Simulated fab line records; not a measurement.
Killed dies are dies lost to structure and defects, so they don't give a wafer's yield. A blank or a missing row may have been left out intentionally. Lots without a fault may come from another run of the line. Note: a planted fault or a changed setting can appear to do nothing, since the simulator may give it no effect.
The tool behind it: which one?    flow nand_harc    route of 1302 steps, sampled at 1 step: 12 lots, 36 wafers

WHAT THE GAUGES READ, wafer by wafer
NHARC_P_M1_INSPECT_27.
lot   measured      on                 raw_defect_count
L075  day 6 23:18   defect_inspect-01  142 362 228
L077  day 7 14:34   defect_inspect-02  389 531 370
L079  day 8 14:13   defect_inspect-02  253 180 209
L081  day 9 12:07   defect_inspect-01  197 194 375
L083  day 10 08:11  defect_inspect-01  209 116 156
L086  day 11 06:47  defect_inspect-02  244 311 447
L087  day 11 18:29  defect_inspect-02  305 545 241
L089  day 12 21:23  defect_inspect-02  512 354 269
L091  day 13 14:03  defect_inspect-01  553 372 244
L093  day 13 23:32  defect_inspect-01  224 258 186
L095  day 14 23:45  defect_inspect-01  193 189 254
L097  day 15 23:42  defect_inspect-02  217 304 237

WHAT TOOL EACH LOT RAN ON (gives the tool, then ch and the chambers of the sampled wafers, and finally the start)
There is no process step in the record ahead of these readings.

THE ANSWER, worked out from the rows above alone
Rule: usual is defined by the lots themselves. The widest of any qualifying gaps counts: lots, ordered by their means at a reading, are off when they make up no more than a third of the lots, leave a main group of 4 or more, and stand apart from it by 3 or more times the standard deviation of that group's means. The tables above print the reading to a certain number of digits; a main group whose means all agree to those digits is not used. A lot without any number at a reading at which 4 lots or more have one is off too. Any other lot the step has rows for is counted as sound.
No lot is off at any reading shown: from this, nothing can be told.

WHAT WAS PUT IN BY THE SIMULATOR
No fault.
